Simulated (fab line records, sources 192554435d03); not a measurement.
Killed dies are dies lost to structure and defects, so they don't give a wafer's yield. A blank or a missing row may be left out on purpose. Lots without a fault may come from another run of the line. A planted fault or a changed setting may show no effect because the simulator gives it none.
Which tool did it? | flow n5_finfet | 12 lots, 36 wafers sampled, at 4 steps of a route of 1938

WHAT THE GAUGES READ, wafer by wafer
N5_BEOL_M7_CD_MEAS_28: target cd 40 nm.
lot  | measured     | on        | cd_nm (nm)
L200 | day 8 15:08  | cd_sem-02 | 40.19 40.57 39.90
L201 | day 9 11:29  | cd_sem-03 | 40.18 40.35 39.92
L204 | day 9 18:07  | cd_sem-01 | 40.01 40.25 40.04
L206 | day 10 12:08 | cd_sem-02 | 39.78 39.72 39.75
L208 | day 10 12:18 | cd_sem-02 | 40.23 39.83 40.22
L210 | day 11 11:49 | cd_sem-03 | 40.16 40.29 40.06
L211 | day 11 10:58 | cd_sem-01 | 39.84 39.97 39.68
L213 | day 12 06:25 | cd_sem-02 | 39.92 40.14 40.05
L215 | day 12 09:56 | cd_sem-01 | 40.29 40.08 40.41
L219 | day 13 17:59 | cd_sem-01 | 40.11 33.30 40.54
L221 | day 13 23:26 | cd_sem-01 | 26.38 40.67 32.16
L222 | day 14 04:43 | cd_sem-02 | 38.97 25.66 40.23

N5_BEOL_M7_OVL_MEAS_29.
lot  | measured     | on         | V6_OVL (nm)
L200 | day 8 15:10  | overlay-02 | -0.9 0.2 0.1
L201 | day 9 11:31  | overlay-02 | -0.2 -0.7 -0.7
L204 | day 9 18:09  | overlay-01 | 0.0 -0.1 0.2
L206 | day 10 12:10 | overlay-02 | 1.2 -0.3 -0.1
L208 | day 10 12:20 | overlay-01 | -1.5 -0.3 -0.6
L210 | day 11 11:52 | overlay-01 | 0.8 0.9 -0.7
L211 | day 11 10:59 | overlay-02 | 0.3 -0.5 0.9
L213 | day 12 06:27 | overlay-01 | 0.0 0.4 -0.5
L215 | day 12 09:58 | overlay-02 | 0.0 -0.5 -0.1
L219 | day 13 18:01 | overlay-02 | 0.7 0.5 -0.1
L221 | day 13 23:28 | overlay-02 | 0.8 -0.1 -0.5
L222 | day 14 04:45 | overlay-01 | -0.6 0.8 0.3

WHICH TOOL RAN EACH LOT (tool, then ch and the chambers of the sampled wafers, then the start)
lot  | N5_BEOL_M6_DEP_56               | N5_BEOL_M7_EXPOSE_25
L200 | pecvd-02 ch 1,2, day 8 10:52    | euv_scanner-02 ch 0, day 8 15:01
L201 | pecvd-02 ch 0,2, day 9 06:16    | euv_scanner-02 ch 0, day 9 11:21
L204 | pecvd-02 ch 0,1,2, day 9 14:45  | euv_scanner-01 ch 0, day 9 17:59
L206 | pecvd-04 ch 0,1, day 10 08:09   | euv_scanner-01 ch 0, day 10 12:00
L208 | pecvd-02 ch 0,1, day 10 08:26   | euv_scanner-02 ch 0, day 10 12:10
L210 | pecvd-04 ch 0,1,2, day 11 06:21 | euv_scanner-01 ch 0, day 11 11:38
L211 | pecvd-04 ch 1,2, day 11 07:56   | euv_scanner-01 ch 0, day 11 10:46
L213 | pecvd-02 ch 0,1,2, day 12 01:00 | euv_scanner-01 ch 0, day 12 06:17
L215 | pecvd-02 ch 0,1, day 12 05:29   | euv_scanner-02 ch 0, day 12 09:49
L219 | pecvd-02 ch 0,1,2, day 13 13:06 | euv_scanner-02 ch 0, day 13 17:52
L221 | pecvd-01 ch 0,1, day 13 19:11   | euv_scanner-02 ch 0, day 13 23:19
L222 | pecvd-04 ch 0,1,2, day 14 02:19 | euv_scanner-02 ch 0, day 14 04:35
- N5_BEOL_M6_DEP_56: deposits SiCN from 3MS/NH3, target thk 10 nm, time 17.5 s.
- N5_BEOL_M7_EXPOSE_25: exposes mask V6, target cd 40 nm.

WHAT THE TOOLS THEMSELVES READ (means of the sampled wafers that have a number; where no wafer has one, the mark that the record gives instead)
N5_BEOL_M6_DEP_56.
lot  | tool     | chamber_pressure_Torr (Torr) | showerhead_plenum_p_Torr (Torr) | throttle_valve_pct (%)
L200 | pecvd-02 | 3.000                        | 3.669                           | 8.9
L201 | pecvd-02 | 2.997                        | 3.671                           | 9.6
L204 | pecvd-02 | 3.004                        | 3.670                           | 9.4
L206 | pecvd-04 | 2.995                        | 3.681                           | 9.3
L208 | pecvd-02 | 3.005                        | 3.676                           | 9.8
L210 | pecvd-04 | 2.995                        | 3.671                           | 9.2
L211 | pecvd-04 | 3.000                        | 3.667                           | 9.0
L213 | pecvd-02 | 3.005                        | 3.673                           | 9.4
L215 | pecvd-02 | 3.003                        | 3.666                           | 9.8
L219 | pecvd-02 | 3.006                        | 3.674                           | 9.4
L221 | pecvd-01 | 2.997                        | 3.669                           | 9.0
L222 | pecvd-04 | 3.004                        | 3.675                           | 9.0

N5_BEOL_M7_EXPOSE_25.
lot  | tool           | exposure_dose_mJ_cm2
L200 | euv_scanner-02 | 42.45
L201 | euv_scanner-02 | 42.48
L204 | euv_scanner-01 | 42.36
L206 | euv_scanner-01 | 42.42
L208 | euv_scanner-02 | 42.50
L210 | euv_scanner-01 | 42.36
L211 | euv_scanner-01 | 42.34
L213 | euv_scanner-01 | 42.38
L215 | euv_scanner-02 | 42.52
L219 | euv_scanner-02 | 46.79
L221 | euv_scanner-02 | 46.77
L222 | euv_scanner-02 | 46.75

THE ANSWER, worked out from the rows above alone
Rule: what is usual is taken from the lots themselves. Put in order of their means at a reading, lots are off if they are a third of the lots or fewer, leave a main group of 4 or more, and stand apart from it by a gap of 3 or more times the standard deviation of the main group's means; of several such gaps the widest counts. A main group whose means are all the same, to the digits that the tables above print for the reading, isn't used. A lot without any number at a reading at which 4 lots or more have one is off too. The other lots that the step has rows for count as sound. The gauges are gone through in route order, then the tools' own readings, and for those a lot's mean is taken as printed above. The first step at which some lot is off is used, and at that step the reading that is off furthest; a lot without a number counts as furthest.
Off: L219, L221, L222, at N5_BEOL_M7_CD_MEAS_28 (cd_nm). The main group: mean 40.07 nm, standard deviation 0.16.
A tool fits if, at a process step before that reading, it ran every lot that is off, and no sound lot after the first of them. The gauges at N5_BEOL_M7_CD_MEAS_28 aren't tried: what is off there is off at N5_BEOL_M7_EXPOSE_25 too, on other tools, and a gauge's error can't cause that. One fits: euv_scanner-02 at N5_BEOL_M7_EXPOSE_25. Its last sound lot is L215 (day 12 09:49), its first lot that is off L219 (day 13 17:52): a fault that began between those two fits.
The tool's own readings at N5_BEOL_M7_EXPOSE_25 bear it out: on the lots that are off they differ by more than 5 times the standard deviation of the sound lots' means. exposure_dose_mJ_cm2 reads 46.77 there against 42.42 on the sound lots.

WHAT THE SIMULATOR HAD PUT IN
Process parameter drift: euv_scanner-02, from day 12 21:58 on, at N5_BEOL_M7_EXPOSE_25. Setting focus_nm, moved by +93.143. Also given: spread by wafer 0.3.
Lots struck among those shown: L219, L221, L222. The rule above found the same.
